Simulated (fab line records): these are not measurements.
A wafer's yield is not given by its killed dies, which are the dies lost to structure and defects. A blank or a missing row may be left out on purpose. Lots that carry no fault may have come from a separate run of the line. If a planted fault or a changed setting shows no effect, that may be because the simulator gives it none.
fab line records :: flow n5Finfet
[record]
  lots = 12
  wafers = 36
  lastDay = 19
route steps=1938 shown HKMG_FIN@434 PAD_METAL@1893 PASSIVATION@1905
lots untouched by any fault: they come from a run of this same line in which no faults occurred
startH: hours from the record's opening day to when the first of the lot's shown wafers began :: waitH: how many hours have passed since the lot's step before this one :: " same as the row above :: L1.1+2: one row covering several wafers at once :: - no value, or no start given :: * or withheld: withheld :: < > ~ a bound
route shown NAME@n: names a module that has steps shown in the file, with the first one's number in the route :: usual: mean and standard deviation over wafers with no fault :: same: alike in all rows :: chamber/n: place in a boat :: sites: readings site by site :: _std_site: standard deviation across them :: _edge_site: inner sites' mean taken away from outer sites' mean :: radiusMm: how far each site lies from the wafer's centre :: mask NAME#n: copy n :: behind: tool/chamber where the wafer was last shaped :: hold: what put the lot on hold/how long, in hours/how the hold closed :: device: the n, p or np transistor that did not switch :: end of line: tests run on the same wafers once the route is complete :: step lacking rows: just its recipe :: killed: at the first sort, the dies lost to defects and structure; wafer yield is something else :: map: per-die view of a wafer (x killed, . not killed, _ where there is no die)
set.NAME: the setting the step ran with; set.NAME@STEP: the setting that earlier step ran with :: model.NAME: the simulator's own value behind a step, which no gauge read
route steps across a sampled set of lots; one table per step, one row per wafer
services: the hour from which a tool's chamber was out of use, counted from the record's first day as startH (under 0 if before that day), plus the number of hours and why
[[steps]]
[step N5_HKMG_FIN_ETCH_31]
[recipe]
  chemistry = CF4
  target = SiARC
  targetDepthA = 455
  maskMaterial = CAR-ArF
  timeS = 75.8
  ionEnergyEv = 80
  pressureMtorr = 40
  sourceW = 545
  biasW = 36
  Ar_flow_sccm = 100
  cf4FlowSccm = 100
  ends = cleared
[usual]
  drypumpMotorCurrentA = 5.8/0.5
  etchRfOnTimeS = 75.5/1.7
  oesProductAu = 0.63/0.058
  rfVppV = 184.2/1.2
  showerheadPlenumPTorr = 2.14/0.082
  throttleValvePct = 15.66/0.22
lot.wafer: L176.2
tool: rieDiel-03
chamber: 2
startH: 75.59
waitH: 0.0
drypumpMotorCurrentA: 5.6
etchRfOnTimeS: 77.4
oesProductAu: 0.64
rfHoursCounterH: 138
rfVppV: 184.5
showerheadPlenumPTorr: 2.06
throttleValvePct: 15.54

lot.wafer: L176.3
tool: rieDiel-03
chamber: 0
startH: 75.59
waitH: 0.0
drypumpMotorCurrentA: 4.9
etchRfOnTimeS: 76.2
oesProductAu: 0.60
rfHoursCounterH: 218
rfVppV: 183.5
showerheadPlenumPTorr: 2.13
throttleValvePct: 15.67

lot.wafer: L176.4
tool: rieDiel-03
chamber: 1
startH: 75.59
waitH: 0.0
drypumpMotorCurrentA: 5.9
etchRfOnTimeS: 73.2
oesProductAu: 0.71
rfHoursCounterH: 114
rfVppV: 185.2
showerheadPlenumPTorr: 2.24
throttleValvePct: 15.96

lot.wafer: L177.1
tool: rieDiel-03
chamber: 2
startH: 84.57
waitH: 0.0
drypumpMotorCurrentA: 5.6
etchRfOnTimeS: 76.1
oesProductAu: 0.64
rfHoursCounterH: 140
rfVppV: 183.0
showerheadPlenumPTorr: 2.06
throttleValvePct: 15.55

lot.wafer: L177.4
tool: rieDiel-03
chamber: 0
startH: 84.57
waitH: 0.0
drypumpMotorCurrentA: 4.9
etchRfOnTimeS: 76.1
oesProductAu: 0.60
rfHoursCounterH: 223
rfVppV: 183.8
showerheadPlenumPTorr: 2.13
throttleValvePct: 15.68

lot.wafer: L177.5
tool: rieDiel-03
chamber: 0
startH: 84.57
waitH: 0.0
drypumpMotorCurrentA: 4.9
etchRfOnTimeS: 76.3
oesProductAu: 0.58
rfHoursCounterH: -
rfVppV: 184.5
showerheadPlenumPTorr: 2.13
throttleValvePct: 15.69

lot.wafer: L178.3
tool: rieDiel-02
chamber: 2
startH: 92.22
waitH: 0.0
drypumpMotorCurrentA: 5.2
etchRfOnTimeS: 75.3
oesProductAu: 0.61
rfHoursCounterH: 208
rfVppV: 183.8
showerheadPlenumPTorr: 2.14
throttleValvePct: 15.71

lot.wafer: L178.4
tool: rieDiel-02
chamber: 0
startH: 92.22
waitH: 0.0
drypumpMotorCurrentA: 6.1
etchRfOnTimeS: 76.0
oesProductAu: 0.59
rfHoursCounterH: 241
rfVppV: 181.7
showerheadPlenumPTorr: 2.03
throttleValvePct: 15.38

lot.wafer: L178.5
tool: rieDiel-02
chamber: 3
startH: 92.22
waitH: 0.0
drypumpMotorCurrentA: 6.3
etchRfOnTimeS: 74.3
oesProductAu: 0.65
rfHoursCounterH: -
rfVppV: 183.8
showerheadPlenumPTorr: 2.06
throttleValvePct: 15.32

lot.wafer: L179.3
tool: rieDiel-03
chamber: 3
startH: 98.89
waitH: 0.0
drypumpMotorCurrentA: 6.1
etchRfOnTimeS: 77.0
oesProductAu: 0.60
rfHoursCounterH: 202
rfVppV: 182.6
showerheadPlenumPTorr: 2.03
throttleValvePct: 15.54

lot.wafer: L179.4
tool: rieDiel-03
chamber: 2
startH: 98.89
waitH: 0.0
drypumpMotorCurrentA: 5.6
etchRfOnTimeS: 77.0
oesProductAu: 0.64
rfHoursCounterH: -
rfVppV: 183.2
showerheadPlenumPTorr: 2.06
throttleValvePct: 15.56

lot.wafer: L179.5
tool: rieDiel-03
chamber: 1
startH: 98.89
waitH: 0.0
drypumpMotorCurrentA: 5.9
etchRfOnTimeS: 73.5
oesProductAu: 0.70
rfHoursCounterH: -
rfVppV: 185.5
showerheadPlenumPTorr: 2.24
throttleValvePct: 15.97

lot.wafer: L180.1
tool: rieDiel-03
chamber: 1
startH: 99.99
waitH: 0.0
drypumpMotorCurrentA: 5.9
etchRfOnTimeS: 72.2
oesProductAu: 0.70
rfHoursCounterH: 125
rfVppV: 185.1
showerheadPlenumPTorr: 2.24
throttleValvePct: 15.96

lot.wafer: L180.3
tool: rieDiel-03
chamber: 3
startH: 99.99
waitH: 0.0
drypumpMotorCurrentA: 6.1
etchRfOnTimeS: 76.3
oesProductAu: 0.60
rfHoursCounterH: 202
rfVppV: 184.3
showerheadPlenumPTorr: 2.03
throttleValvePct: 15.52

lot.wafer: L180.5
tool: rieDiel-03
chamber: 1
startH: 99.99
waitH: 0.0
drypumpMotorCurrentA: 5.9
etchRfOnTimeS: 71.7
oesProductAu: 0.70
rfHoursCounterH: -
rfVppV: 185.1
showerheadPlenumPTorr: 2.24
throttleValvePct: 15.97

lot.wafer: L188.2
tool: rieDiel-06
chamber: 1
startH: 148.33
waitH: 0.0
drypumpMotorCurrentA: 5.2
etchRfOnTimeS: 73.6
oesProductAu: 0.62
rfHoursCounterH: 186
rfVppV: 185.1
showerheadPlenumPTorr: 2.22
throttleValvePct: 15.68

lot.wafer: L188.3
tool: rieDiel-06
chamber: 3
startH: 148.33
waitH: 0.0
drypumpMotorCurrentA: 6.8
etchRfOnTimeS: 77.4
oesProductAu: 0.60
rfHoursCounterH: 211
rfVppV: 184.3
showerheadPlenumPTorr: 2.22
throttleValvePct: 15.67

lot.wafer: L188.4
tool: rieDiel-06
chamber: 0
startH: 148.33
waitH: 0.0
drypumpMotorCurrentA: 5.9
etchRfOnTimeS: 76.4
oesProductAu: 0.64
rfHoursCounterH: 177
rfVppV: 184.9
showerheadPlenumPTorr: 2.21
throttleValvePct: 15.73

lot.wafer: L190.3
tool: rieDiel-06
chamber: 3
startH: 160.45
waitH: 0.0
drypumpMotorCurrentA: 6.8
etchRfOnTimeS: 78.3
oesProductAu: 0.60
rfHoursCounterH: 215
rfVppV: 186.8
showerheadPlenumPTorr: 2.22
throttleValvePct: 15.68

lot.wafer: L190.5
tool: rieDiel-06
chamber: 0
startH: 160.45
waitH: 0.0
drypumpMotorCurrentA: 5.9
etchRfOnTimeS: 76.3
oesProductAu: 0.63
rfHoursCounterH: -
rfVppV: 185.3
showerheadPlenumPTorr: 2.21
throttleValvePct: 15.73

lot.wafer: L190.6
tool: rieDiel-06
chamber: 1
startH: 160.45
waitH: 0.0
drypumpMotorCurrentA: 5.2
etchRfOnTimeS: 74.3
oesProductAu: 0.61
rfHoursCounterH: -
rfVppV: 185.5
showerheadPlenumPTorr: 2.22
throttleValvePct: 15.69

lot.wafer: L191.1
tool: rieDiel-03
chamber: 1
startH: 165.02
waitH: 0.0
drypumpMotorCurrentA: 5.9
etchRfOnTimeS: 72.5
oesProductAu: 0.68
rfHoursCounterH: 151
rfVppV: 186.0
showerheadPlenumPTorr: 2.23
throttleValvePct: 16.01

lot.wafer: L191.3
tool: rieDiel-03
chamber: 2
startH: 165.02
waitH: 0.0
drypumpMotorCurrentA: 5.6
etchRfOnTimeS: 75.9
oesProductAu: 0.62
rfHoursCounterH: 170
rfVppV: 183.8
showerheadPlenumPTorr: 2.05
throttleValvePct: 15.61

lot.wafer: L191.4
tool: rieDiel-03
chamber: 1
startH: 165.02
waitH: 0.0
drypumpMotorCurrentA: 5.9
etchRfOnTimeS: 72.3
oesProductAu: 0.68
rfHoursCounterH: -
rfVppV: 185.2
showerheadPlenumPTorr: 2.23
throttleValvePct: 16.02

lot.wafer: L192.1
tool: rieDiel-02
chamber: 0
startH: 171.60
waitH: 0.0
drypumpMotorCurrentA: 6.1
etchRfOnTimeS: 72.6
oesProductAu: 0.82
rfHoursCounterH: 11
rfVppV: 185.3
showerheadPlenumPTorr: 2.27
throttleValvePct: 14.95

lot.wafer: L192.2
tool: rieDiel-02
chamber: 3
startH: 171.60
waitH: 0.0
drypumpMotorCurrentA: 6.4
etchRfOnTimeS: 75.4
oesProductAu: 0.61
rfHoursCounterH: 176
rfVppV: 183.4
showerheadPlenumPTorr: 2.05
throttleValvePct: 15.39

lot.wafer: L192.6
tool: rieDiel-02
chamber: 3
startH: 171.60
waitH: 0.0
drypumpMotorCurrentA: 6.3
etchRfOnTimeS: 75.1
oesProductAu: 0.63
rfHoursCounterH: -
rfVppV: 183.1
showerheadPlenumPTorr: 2.05
throttleValvePct: 15.39

lot.wafer: L193.3
tool: rieDiel-02
chamber: 0
startH: 176.44
waitH: 0.0
drypumpMotorCurrentA: 6.1
etchRfOnTimeS: 72.8
oesProductAu: 0.82
rfHoursCounterH: 13
rfVppV: 186.2
showerheadPlenumPTorr: 2.27
throttleValvePct: 14.96

lot.wafer: L193.4
tool: rieDiel-02
chamber: 2
startH: 176.44
waitH: 0.0
drypumpMotorCurrentA: 5.2
etchRfOnTimeS: 74.6
oesProductAu: 0.59
rfHoursCounterH: 241
rfVppV: 183.1
showerheadPlenumPTorr: 2.13
throttleValvePct: 15.77

lot.wafer: L193.5
tool: rieDiel-02
chamber: 3
startH: 176.44
waitH: 0.0
drypumpMotorCurrentA: 6.3
etchRfOnTimeS: 75.1
oesProductAu: 0.63
rfHoursCounterH: -
rfVppV: 182.8
showerheadPlenumPTorr: 2.05
throttleValvePct: 15.41

lot.wafer: L195.3
tool: rieDiel-03
chamber: 3
startH: 189.15
waitH: 0.0
drypumpMotorCurrentA: 6.1
etchRfOnTimeS: 76.6
oesProductAu: 0.58
rfHoursCounterH: 234
rfVppV: 185.3
showerheadPlenumPTorr: 2.02
throttleValvePct: 15.58

lot.wafer: L195.5
tool: rieDiel-03
chamber: 1
startH: 189.15
waitH: 0.0
drypumpMotorCurrentA: 6.0
etchRfOnTimeS: 72.8
oesProductAu: 0.68
rfHoursCounterH: -
rfVppV: 184.9
showerheadPlenumPTorr: 2.22
throttleValvePct: 16.04

lot.wafer: L195.6
tool: rieDiel-03
chamber: 2
startH: 189.15
waitH: 0.0
drypumpMotorCurrentA: 5.6
etchRfOnTimeS: 77.0
oesProductAu: 0.62
rfHoursCounterH: -
rfVppV: 183.7
showerheadPlenumPTorr: 2.05
throttleValvePct: 15.62

lot.wafer: L198.1
tool: rieDiel-02
chamber: 3
startH: 206.45
waitH: 0.0
drypumpMotorCurrentA: 6.4
etchRfOnTimeS: 75.3
oesProductAu: 0.61
rfHoursCounterH: 189
rfVppV: 183.8
showerheadPlenumPTorr: 2.05
throttleValvePct: 15.41

lot.wafer: L198.2
tool: rieDiel-02
chamber: 1
startH: 206.45
waitH: 0.0
drypumpMotorCurrentA: 5.5
etchRfOnTimeS: 76.9
oesProductAu: 0.61
rfHoursCounterH: 219
rfVppV: 183.6
showerheadPlenumPTorr: 2.11
throttleValvePct: 15.98

lot.wafer: L198.4
tool: rieDiel-02
chamber: 2
startH: 206.45
waitH: 0.0
drypumpMotorCurrentA: 5.2
etchRfOnTimeS: 74.2
oesProductAu: 0.59
rfHoursCounterH: 250
rfVppV: 183.0
showerheadPlenumPTorr: 2.12
throttleValvePct: 15.81
[step N5_PASSIVATION_DEGAS_18]
[recipe]
  ambient = vacuum
  tempC = 300
  timeS = 60
[usual]
  heaterPowerW = 469/64
lot.wafer: L178.3
tool: pvdSputter-03
chamber: -
startH: 312.40
waitH: 0.6
heaterPowerW: 467

lot.wafer: L178.4
tool: pvdSputter-03
chamber: -
startH: 312.40
waitH: 0.6
heaterPowerW: 594

lot.wafer: L178.5
tool: pvdSputter-03
chamber: -
startH: 312.40
waitH: 0.6
heaterPowerW: 383

lot.wafer: L180.1
tool: pvdSputter-01
chamber: -
startH: 336.81
waitH: 0.0
heaterPowerW: 405

lot.wafer: L180.3
tool: pvdSputter-01
chamber: -
startH: 336.81
waitH: 0.0
heaterPowerW: 446

lot.wafer: L180.5
tool: pvdSputter-01
chamber: -
startH: 336.81
waitH: 0.0
heaterPowerW: 455

lot.wafer: L176.2
tool: pvdSputter-03
chamber: -
startH: 337.64
waitH: 0.1
heaterPowerW: 391

lot.wafer: L176.3
tool: pvdSputter-03
chamber: -
startH: 337.64
waitH: 0.1
heaterPowerW: 439

lot.wafer: L176.4
tool: pvdSputter-03
chamber: -
startH: 337.64
waitH: 0.1
heaterPowerW: 605

lot.wafer: L179.3
tool: pvdSputter-01
chamber: -
startH: 347.65
waitH: 0.5
heaterPowerW: 480

lot.wafer: L179.4
tool: pvdSputter-01
chamber: -
startH: 347.65
waitH: 0.5
heaterPowerW: 395

lot.wafer: L179.5
tool: pvdSputter-01
chamber: -
startH: 347.65
waitH: 0.5
heaterPowerW: 398

lot.wafer: L177.1
tool: pvdSputter-03
chamber: -
startH: 350.15
waitH: 0.3
heaterPowerW: 400

lot.wafer: L177.4
tool: pvdSputter-03
chamber: -
startH: 350.15
waitH: 0.3
heaterPowerW: 449

lot.wafer: L177.5
tool: pvdSputter-03
chamber: -
startH: 350.15
waitH: 0.3
heaterPowerW: 486

lot.wafer: L188.2
tool: pvdSputter-01
chamber: -
startH: 375.41
waitH: 0.1
heaterPowerW: 439

lot.wafer: L188.3
tool: pvdSputter-01
chamber: -
startH: 375.41
waitH: 0.1
heaterPowerW: 493

lot.wafer: L188.4
tool: pvdSputter-01
chamber: -
startH: 375.41
waitH: 0.1
heaterPowerW: 450

lot.wafer: L190.3
tool: pvdSputter-03
chamber: -
startH: 402.69
waitH: 0.5
heaterPowerW: 444

lot.wafer: L190.5
tool: pvdSputter-03
chamber: -
startH: 402.69
waitH: 0.5
heaterPowerW: 592

lot.wafer: L190.6
tool: pvdSputter-03
chamber: -
startH: 402.69
waitH: 0.5
heaterPowerW: 408

lot.wafer: L193.3
tool: pvdSputter-01
chamber: -
startH: 408.53
waitH: 0.0
heaterPowerW: 493

lot.wafer: L193.4
tool: pvdSputter-01
chamber: -
startH: 408.53
waitH: 0.0
heaterPowerW: 414

lot.wafer: L193.5
tool: pvdSputter-01
chamber: -
startH: 408.53
waitH: 0.0
heaterPowerW: 486

lot.wafer: L191.1
tool: pvdSputter-02
chamber: -
startH: 408.73
waitH: 0.0
heaterPowerW: 418

lot.wafer: L191.3
tool: pvdSputter-02
chamber: -
startH: 408.73
waitH: 0.0
heaterPowerW: 610

lot.wafer: L191.4
tool: pvdSputter-02
chamber: -
startH: 408.73
waitH: 0.0
heaterPowerW: 451

lot.wafer: L192.1
tool: pvdSputter-02
chamber: -
startH: 416.37
waitH: 0.0
heaterPowerW: 438

lot.wafer: L192.2
tool: pvdSputter-02
chamber: -
startH: 416.37
waitH: 0.0
heaterPowerW: 605

lot.wafer: L192.6
tool: pvdSputter-02
chamber: -
startH: 416.37
waitH: 0.0
heaterPowerW: 422

lot.wafer: L195.3
tool: pvdSputter-01
chamber: -
startH: 424.41
waitH: 0.6
heaterPowerW: 438

lot.wafer: L195.5
tool: pvdSputter-01
chamber: -
startH: 424.41
waitH: 0.6
heaterPowerW: 446

lot.wafer: L195.6
tool: pvdSputter-01
chamber: -
startH: 424.41
waitH: 0.6
heaterPowerW: 451

lot.wafer: L198.1
tool: pvdSputter-01
chamber: -
startH: 457.75
waitH: 0.5
heaterPowerW: 492

lot.wafer: L198.2
tool: pvdSputter-01
chamber: -
startH: 457.75
waitH: 0.5
heaterPowerW: 462

lot.wafer: L198.4
tool: pvdSputter-01
chamber: -
startH: 457.75
waitH: 0.5
heaterPowerW: 440
[step N5_PASSIVATION_CD_MEAS_30]
[recipe]
  targetCdNm = 4000
  landingEnergyEv = 500
  detector = seInlens
  polarity = opening
[usual]
  cdNm = 4000.2/2
lot.wafer: L178.3
tool: cdSem-02
chamber: 0
startH: 313.20
waitH: -
cdNm: 4005.2

lot.wafer: L178.4
tool: cdSem-02
chamber: 0
startH: 313.20
waitH: -
cdNm: 3999.9

lot.wafer: L178.5
tool: cdSem-02
chamber: 0
startH: 313.20
waitH: -
cdNm: 4002.8

lot.wafer: L180.1
tool: cdSem-03
chamber: 0
startH: 337.46
waitH: -
cdNm: 4001.6

lot.wafer: L180.3
tool: cdSem-03
chamber: 0
startH: 337.46
waitH: -
cdNm: 3999.8

lot.wafer: L180.5
tool: cdSem-03
chamber: 0
startH: 337.46
waitH: -
cdNm: 4004.8

lot.wafer: L176.2
tool: cdSem-01
chamber: 0
startH: 338.42
waitH: -
cdNm: 3995.8

lot.wafer: L176.3
tool: cdSem-01
chamber: 0
startH: 338.42
waitH: -
cdNm: 3999.8

lot.wafer: L176.4
tool: cdSem-01
chamber: 0
startH: 338.42
waitH: -
cdNm: 3997.7

lot.wafer: L179.3
tool: cdSem-01
chamber: 0
startH: 348.43
waitH: -
cdNm: 3998.3

lot.wafer: L179.4
tool: cdSem-01
chamber: 0
startH: 348.43
waitH: -
cdNm: 3999.8

lot.wafer: L179.5
tool: cdSem-01
chamber: 0
startH: 348.43
waitH: -
cdNm: 3999.5

lot.wafer: L177.1
tool: cdSem-02
chamber: 0
startH: 350.80
waitH: -
cdNm: 4002.7

lot.wafer: L177.4
tool: cdSem-02
chamber: 0
startH: 350.80
waitH: -
cdNm: 4001.9

lot.wafer: L177.5
tool: cdSem-02
chamber: 0
startH: 350.80
waitH: -
cdNm: 4000.5

lot.wafer: L188.2
tool: cdSem-03
chamber: 0
startH: 376.19
waitH: -
cdNm: 4000.0

lot.wafer: L188.3
tool: cdSem-03
chamber: 0
startH: 376.19
waitH: -
cdNm: 4000.6

lot.wafer: L188.4
tool: cdSem-03
chamber: 0
startH: 376.19
waitH: -
cdNm: 4002.2

lot.wafer: L190.3
tool: cdSem-02
chamber: 0
startH: 403.35
waitH: -
cdNm: 3998.7

lot.wafer: L190.5
tool: cdSem-02
chamber: 0
startH: 403.35
waitH: -
cdNm: 4000.4

lot.wafer: L190.6
tool: cdSem-02
chamber: 0
startH: 403.35
waitH: -
cdNm: 3999.3

lot.wafer: L193.3
tool: cdSem-01
chamber: 0
startH: 409.31
waitH: -
cdNm: 3999.7

lot.wafer: L193.4
tool: cdSem-01
chamber: 0
startH: 409.31
waitH: -
cdNm: 3997.3

lot.wafer: L193.5
tool: cdSem-01
chamber: 0
startH: 409.31
waitH: -
cdNm: 3998.7

lot.wafer: L191.1
tool: cdSem-03
chamber: 0
startH: 409.51
waitH: -
cdNm: 3999.3

lot.wafer: L191.3
tool: cdSem-03
chamber: 0
startH: 409.51
waitH: -
cdNm: 3996.2

lot.wafer: L191.4
tool: cdSem-03
chamber: 0
startH: 409.51
waitH: -
cdNm: 3998.9

lot.wafer: L192.1
tool: cdSem-01
chamber: 0
startH: 417.14
waitH: -
cdNm: 3997.2

lot.wafer: L192.2
tool: cdSem-01
chamber: 0
startH: 417.14
waitH: -
cdNm: 3997.0

lot.wafer: L192.6
tool: cdSem-01
chamber: 0
startH: 417.14
waitH: -
cdNm: 3998.6

lot.wafer: L195.3
tool: cdSem-02
chamber: 0
startH: 425.19
waitH: -
cdNm: 4002.8

lot.wafer: L195.5
tool: cdSem-02
chamber: 0
startH: 425.19
waitH: -
cdNm: 4001.1

lot.wafer: L195.6
tool: cdSem-02
chamber: 0
startH: 425.19
waitH: -
cdNm: 4002.8

lot.wafer: L198.1
tool: cdSem-01
chamber: 0
startH: 458.53
waitH: -
cdNm: 4001.6

lot.wafer: L198.2
tool: cdSem-01
chamber: 0
startH: 458.53
waitH: -
cdNm: 4002.8

lot.wafer: L198.4
tool: cdSem-01
chamber: 0
startH: 458.53
waitH: -
cdNm: 3999.6
[step N5_PASSIVATION_PROBE_49]
[usual]
  defectLimitedYield = 91.4/1.2
  killed_at_M0_to_M3 = 35/11
  killed_at_M4_up = 14/6
  killedAtContacts = 12/6.7
  killedAtFrontEnd = 37/9.7
  killedAtOther = 3.5/2.5
  killedDies = 102/15
  killedOpen = 67/12
  killedShort = 33/7.3
  sort_bin_5_function = 5.1/0.81
  sort_bin_6_memory = 3.2/0.65
  sort_bin_8_speed = 0.00/0.021
  sortNPass = 1078/15
  sortYieldPct = 91.4/1.2
[same]
  grossDies = 1180
  killedAtBackSide = 0
  sort_bin_4_leakage[%] = 0
lot.wafer: L188.2
tool: prober-02
chamber: -
startH: 381.59
waitH: 0.3
defectLimitedYield[%]: 79.8
killed_at_M0_to_M3: 27
killed_at_M4_up: 28
killedAtContacts: 12
killedAtFrontEnd: 167
killedAtOther: 4
killedDies: 238
killedOpen: 65
killedShort: 29
sort_bin_5_function[%]: 12.8
sort_bin_6_memory[%]: 3.8
sort_bin_8_speed[%]: 0
sortNPass: 942
sortYieldPct[%]: 79.8

lot.wafer: L188.3
tool: prober-02
chamber: -
startH: 381.64
waitH: 0.4
defectLimitedYield[%]: 80.2
killed_at_M0_to_M3: 32
killed_at_M4_up: 20
killedAtContacts: 9
killedAtFrontEnd: 163
killedAtOther: 10
killedDies: 234
killedOpen: 66
killedShort: 26
sort_bin_5_function[%]: 12.2
sort_bin_6_memory[%]: 4.3
sort_bin_8_speed[%]: 0
sortNPass: 946
sortYieldPct[%]: 80.2

lot.wafer: L188.4
tool: prober-02
chamber: -
startH: 381.69
waitH: 0.4
defectLimitedYield[%]: 82.0
killed_at_M0_to_M3: 27
killed_at_M4_up: 9
killedAtContacts: 4
killedAtFrontEnd: 171
killedAtOther: 1
killedDies: 212
killedOpen: 39
killedShort: 26
sort_bin_5_function[%]: 11.3
sort_bin_6_memory[%]: 2.9
sort_bin_8_speed[%]: 0
sortNPass: 968
sortYieldPct[%]: 82.0

lot.wafer: L190.3
tool: prober-02
chamber: -
startH: 408.47
waitH: 0.1
defectLimitedYield[%]: 79.2
killed_at_M0_to_M3: 31
killed_at_M4_up: 13
killedAtContacts: 14
killedAtFrontEnd: 187
killedAtOther: 1
killedDies: 246
killedOpen: 60
killedShort: 35
sort_bin_5_function[%]: 12.6
sort_bin_6_memory[%]: 4.3
sort_bin_8_speed[%]: 0
sortNPass: 934
sortYieldPct[%]: 79.2

lot.wafer: L190.5
tool: prober-02
chamber: -
startH: 408.57
waitH: 0.2
defectLimitedYield[%]: 80.8
killed_at_M0_to_M3: 27
killed_at_M4_up: 13
killedAtContacts: 10
killedAtFrontEnd: 175
killedAtOther: 1
killedDies: 226
killedOpen: 55
killedShort: 29
sort_bin_5_function[%]: 11.5
sort_bin_6_memory[%]: 4.3
sort_bin_8_speed[%]: 0
sortNPass: 954
sortYieldPct[%]: 80.8

lot.wafer: L190.6
tool: prober-02
chamber: -
startH: 408.62
waitH: 0.3
defectLimitedYield[%]: 82.0
killed_at_M0_to_M3: 35
killed_at_M4_up: 16
killedAtContacts: 7
killedAtFrontEnd: 153
killedAtOther: 1
killedDies: 212
killedOpen: 54
killedShort: 31
sort_bin_5_function[%]: 11.1
sort_bin_6_memory[%]: 3.3
sort_bin_8_speed[%]: 0
sortNPass: 968
sortYieldPct[%]: 82.0
// killed by level:class
L188.2 HKMG_FIN:unspecified=144 BEOL_M4:geometricParticle:open=12 MOL_CONTACT_COAG:geometricParticle:open=11 BEOL_M0_SAQP:geometricParticle:short=8 BEOL_M3:geometricParticle:open=6 FIN_SAQP:geometricParticle:open=5 STI_FIN_REVEAL:geometricParticle:open=5 BEOL_M1:geometricParticle:open=4
L188.3 HKMG_FIN:unspecified=141 BEOL_M4:geometricParticle:open=14 BEOL_M3:geometricParticle:open=12 STI_FIN_REVEAL:geometricParticle:open=9 MOL_CONTACT_COAG:geometricParticle:open=7 BEOL_M0_SAQP:geometricParticle:open=6 PASS1_CAP:geometricParticle:short=5 BEOL_M1:geometricParticle:open=4
L188.4 HKMG_FIN:unspecified=147 FIN_SAQP:geometricParticle:short=9 BEOL_M1:geometricParticle:open=5 STI_FIN_REVEAL:geometricParticle:open=4 BEOL_M0_SAQP:geometricParticle:open=4 BEOL_M2:geometricParticle:open=4 BEOL_M3:geometricParticle:open=4 BEOL_M4:geometricParticle:open=4
L190.3 HKMG_FIN:unspecified=151 MOL_CONTACT_COAG:geometricParticle:open=14 FIN_SAQP:geometricParticle:short=9 GATE_CUT:geometricParticle:short=9 FIN_SAQP:geometricParticle:open=8 BEOL_M3:geometricParticle:open=7 BEOL_M2:geometricParticle:open=7 BEOL_M0_SAQP:geometricParticle:short=6
L190.5 HKMG_FIN:unspecified=142 FIN_SAQP:geometricParticle:open=9 BEOL_M0_SAQP:geometricParticle:short=8 MOL_CONTACT_COAG:geometricParticle:open=7 BEOL_M1:geometricParticle:open=7 BEOL_M4:geometricParticle:open=6 BEOL_M3:geometricParticle:open=5 STARTING-WAFER:geometricParticle:short=5
L190.6 HKMG_FIN:unspecified=126 BEOL_M1:geometricParticle:open=9 FIN_SAQP:geometricParticle:open=8 FIN_SAQP:geometricParticle:short=6 BEOL_M0_SAQP:geometricParticle:open=6 MOL_CONTACT_COAG:geometricParticle:open=5 BEOL_M3:geometricParticle:open=5 BEOL_M2:geometricParticle:open=5
[[services]]
tool: rieDiel-02
chamber: -
startH: 56.46
hours: 2.8
kind: pm

tool: pvdSputter-03
chamber: -
startH: 67.77
hours: 2.6
kind: repair

tool: rieDiel-03
chamber: 2
startH: 77.09
hours: 4.3
kind: repair

tool: rieDiel-06
chamber: -
startH: 79.36
hours: 2.8
kind: pm

tool: pvdSputter-03
chamber: -
startH: 95.43
hours: 5.3
kind: repair

tool: rieDiel-06
chamber: 0
startH: 119.41
hours: 1.3
kind: repair

tool: rieDiel-03
chamber: 2
startH: 127.70
hours: 2.8
kind: repair

tool: pvdSputter-02
chamber: -
startH: 134.10
hours: 2.2
kind: repair

tool: pvdSputter-01
chamber: -
startH: 135.91
hours: 8.5
kind: repair

tool: pvdSputter-03
chamber: -
startH: 147.37
hours: 0.7
kind: repair

tool: rieDiel-03
chamber: 0
startH: 163.82
hours: -
kind: clean

tool: rieDiel-02
chamber: 2
startH: 187.41
hours: 4.7
kind: repair

tool: rieDiel-06
chamber: 2
startH: 204.99
hours: 5.7
kind: repair

tool: rieDiel-02
chamber: 0
startH: 209.63
hours: 4.7
kind: repair

tool: rieDiel-02
chamber: 2
startH: 215.22
hours: 8.0
kind: repair

tool: rieDiel-03
chamber: 2
startH: 232.24
hours: 9.5
kind: repair

tool: rieDiel-06
chamber: -
startH: 234.94
hours: 0.5
kind: repair

tool: rieDiel-03
chamber: 3
startH: 245.80
hours: 5.4
kind: repair

tool: rieDiel-02
chamber: -
startH: 336.28
hours: 0.6
kind: repair

tool: pvdSputter-01
chamber: -
startH: 376.86
hours: 2.8
kind: repair

tool: rieDiel-06
chamber: 0
startH: 391.80
hours: 48.8
kind: repair

tool: rieDiel-06
chamber: 1
startH: 404.37
hours: 14.4
kind: repair

tool: pvdSputter-03
chamber: -
startH: 434.03
hours: 2.5
kind: repair

tool: rieDiel-03
chamber: 3
startH: 451.02
hours: 2.2
kind: repair
[[key]]
[firstSign]
  step = N5_PASSIVATION_PROBE_49
  reading = killedAtFrontEnd
  direction = up
  sigmas = 14
  usual = 37
  struck = 169
[effect]
  step = N5_PASSIVATION_PROBE_49
  reading = defectLimitedYield
  direction = down
  sigmas = 8.6
  usual = 91.4
  struck = 80.7
[moreKillsBornAt]
  N5_HKMG_FIN_ETCH_31@rieDiel-06 = 851
metAt N5_HKMG_FIN_ETCH_31
struckLots L188,L190
notActingAt N5_PASSIVATION_DEGAS_18,N5_PASSIVATION_CD_MEAS_30
[fault]
  kind = chamberParticleSource
  tool = rieDiel-06
  chamber = -
  onsetH = 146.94
  steps = N5_HKMG_FIN_ETCH_31
  ratePerVisitCm2 = 1.4288
  endH = 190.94
